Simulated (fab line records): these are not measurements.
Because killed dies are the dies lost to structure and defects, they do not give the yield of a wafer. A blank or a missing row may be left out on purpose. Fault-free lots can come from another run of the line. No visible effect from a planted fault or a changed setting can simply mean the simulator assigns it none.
Matching of chambers / flow n5_finfet / rie_diel-04 running N5_BEOL_M3_ETCH_74: 4 sister chambers
The step etches underlayer in N2/H2, target depth 6.5 nm, time 5.2 s. 22 wafers are shown with their chamber, then 11 later ones without.

== WAFERS WITH THEIR CHAMBER ==
wafer=L074.3; chamber=0; showerhead_plenum_p_Torr (Torr)=2.51; drypump_motor_current_A (A)=5.7; etch_rf_on_time_s (s)=5.50
wafer=L074.4; chamber=1; showerhead_plenum_p_Torr (Torr)=2.66; drypump_motor_current_A (A)=5.9; etch_rf_on_time_s (s)=5.27
wafer=L074.5; chamber=1; showerhead_plenum_p_Torr (Torr)=2.66; drypump_motor_current_A (A)=5.9; etch_rf_on_time_s (s)=5.35
wafer=L077.1; chamber=2; showerhead_plenum_p_Torr (Torr)=2.52; drypump_motor_current_A (A)=5.7; etch_rf_on_time_s (s)=5.34
wafer=L077.3; chamber=3; showerhead_plenum_p_Torr (Torr)=2.41; drypump_motor_current_A (A)=5.5; etch_rf_on_time_s (s)=5.11
wafer=L077.6; chamber=1; showerhead_plenum_p_Torr (Torr)=2.66; drypump_motor_current_A (A)=5.9; etch_rf_on_time_s (s)=5.29
wafer=L079.1; chamber=1; showerhead_plenum_p_Torr (Torr)=2.66; drypump_motor_current_A (A)=6.0; etch_rf_on_time_s (s)=5.34
wafer=L079.3; chamber=2; showerhead_plenum_p_Torr (Torr)=2.52; drypump_motor_current_A (A)=5.8; etch_rf_on_time_s (s)=5.41
wafer=L079.5; chamber=2; showerhead_plenum_p_Torr (Torr)=2.52; drypump_motor_current_A (A)=5.8; etch_rf_on_time_s (s)=5.37
wafer=L080.1; chamber=2; showerhead_plenum_p_Torr (Torr)=2.52; drypump_motor_current_A (A)=5.7; etch_rf_on_time_s (s)=5.29
wafer=L080.4; chamber=3; showerhead_plenum_p_Torr (Torr)=2.41; drypump_motor_current_A (A)=5.5; etch_rf_on_time_s (s)=5.05
wafer=L080.5; chamber=0; showerhead_plenum_p_Torr (Torr)=2.51; drypump_motor_current_A (A)=5.7; etch_rf_on_time_s (s)=5.53
wafer=L085.2; chamber=3; showerhead_plenum_p_Torr (Torr)=2.41; drypump_motor_current_A (A)=5.5; etch_rf_on_time_s (s)=5.11
wafer=L085.3; chamber=2; showerhead_plenum_p_Torr (Torr)=2.51; drypump_motor_current_A (A)=5.8; etch_rf_on_time_s (s)=5.18
wafer=L085.5; chamber=3; showerhead_plenum_p_Torr (Torr)=2.41; drypump_motor_current_A (A)=5.5; etch_rf_on_time_s (s)=5.18
wafer=L086.2; chamber=0; showerhead_plenum_p_Torr (Torr)=2.51; drypump_motor_current_A (A)=5.7; etch_rf_on_time_s (s)=5.53
wafer=L086.3; chamber=3; showerhead_plenum_p_Torr (Torr)=2.41; drypump_motor_current_A (A)=5.5; etch_rf_on_time_s (s)=5.12
wafer=L086.6; chamber=3; showerhead_plenum_p_Torr (Torr)=2.41; drypump_motor_current_A (A)=5.5; etch_rf_on_time_s (s)=5.14
wafer=L090.1; chamber=3; showerhead_plenum_p_Torr (Torr)=2.40; drypump_motor_current_A (A)=5.5; etch_rf_on_time_s (s)=5.21
wafer=L090.2; chamber=0; showerhead_plenum_p_Torr (Torr)=2.51; drypump_motor_current_A (A)=5.7; etch_rf_on_time_s (s)=5.56
wafer=L090.6; chamber=0; showerhead_plenum_p_Torr (Torr)=2.51; drypump_motor_current_A (A)=5.7; etch_rf_on_time_s (s)=5.56
wafer=L092.2; chamber=0; showerhead_plenum_p_Torr (Torr)=2.50; drypump_motor_current_A (A)=5.7; etch_rf_on_time_s (s)=5.45

SIGNATURES (averages over the wafers above)
reading=showerhead_plenum_p_Torr; chamber 0=2.5083; chamber 1=2.6600; chamber 2=2.5180; chamber 3=2.4086; scatter within a chamber=0.00372
reading=drypump_motor_current_A; chamber 0=5.700; chamber 1=5.925; chamber 2=5.760; chamber 3=5.500; scatter within a chamber=0.0329
reading=etch_rf_on_time_s; chamber 0=5.5217; chamber 1=5.3125; chamber 2=5.3180; chamber 3=5.1314; scatter within a chamber=0.0582
Rule: for a wafer and a chamber, the distance is found by dividing, reading by reading, the gap between the wafer's reading and the chamber's mean by the reading's scatter, squaring, summing and taking the root. If the next closest chamber is less than 2 further off than the closest, the wafer can't be placed; otherwise it belongs to the closest. The scatter: take each reading less its chamber's mean, square it, sum over the shown wafers, divide by the number of wafers less the number of chambers, and take the root.

== WAFERS MISSING THEIR CHAMBER ==
wafer=L092.4; showerhead_plenum_p_Torr (Torr)=2.65; drypump_motor_current_A (A)=6.0; etch_rf_on_time_s (s)=5.23
wafer=L092.6; showerhead_plenum_p_Torr (Torr)=2.65; drypump_motor_current_A (A)=5.9; etch_rf_on_time_s (s)=5.28
wafer=L093.2; showerhead_plenum_p_Torr (Torr)=2.40; drypump_motor_current_A (A)=5.5; etch_rf_on_time_s (s)=5.17
wafer=L093.3; showerhead_plenum_p_Torr (Torr)=2.51; drypump_motor_current_A (A)=5.8; etch_rf_on_time_s (s)=5.17
wafer=L093.6; showerhead_plenum_p_Torr (Torr)=2.50; drypump_motor_current_A (A)=5.7; etch_rf_on_time_s (s)=5.56
wafer=L095.4; showerhead_plenum_p_Torr (Torr)=2.65; drypump_motor_current_A (A)=5.9; etch_rf_on_time_s (s)=5.35
wafer=L095.5; showerhead_plenum_p_Torr (Torr)=2.40; drypump_motor_current_A (A)=5.5; etch_rf_on_time_s (s)=5.12
wafer=L095.6; showerhead_plenum_p_Torr (Torr)=2.51; drypump_motor_current_A (A)=5.8; etch_rf_on_time_s (s)=5.10
wafer=L096.1; showerhead_plenum_p_Torr (Torr)=2.50; drypump_motor_current_A (A)=5.7; etch_rf_on_time_s (s)=5.49
wafer=L096.3; showerhead_plenum_p_Torr (Torr)=2.40; drypump_motor_current_A (A)=5.5; etch_rf_on_time_s (s)=5.17
wafer=L096.5; showerhead_plenum_p_Torr (Torr)=2.51; drypump_motor_current_A (A)=5.7; etch_rf_on_time_s (s)=5.13

== THE CHAMBER EACH PASSED THROUGH ==
wafer=L092.4; from the rows above=1; in truth=1
wafer=L092.6; from the rows above=1; in truth=1
wafer=L093.2; from the rows above=3; in truth=3
wafer=L093.3; from the rows above=2; in truth=2
wafer=L093.6; from the rows above=0; in truth=0
wafer=L095.4; from the rows above=1; in truth=1
wafer=L095.5; from the rows above=3; in truth=3
wafer=L095.6; from the rows above=2; in truth=2
wafer=L096.1; from the rows above=0; in truth=0
wafer=L096.3; from the rows above=3; in truth=3
wafer=L096.5; from the rows above=2; in truth=2
11 of 11 placed correctly. Left unplaced by these rows: 0. 0 placed wrongly.
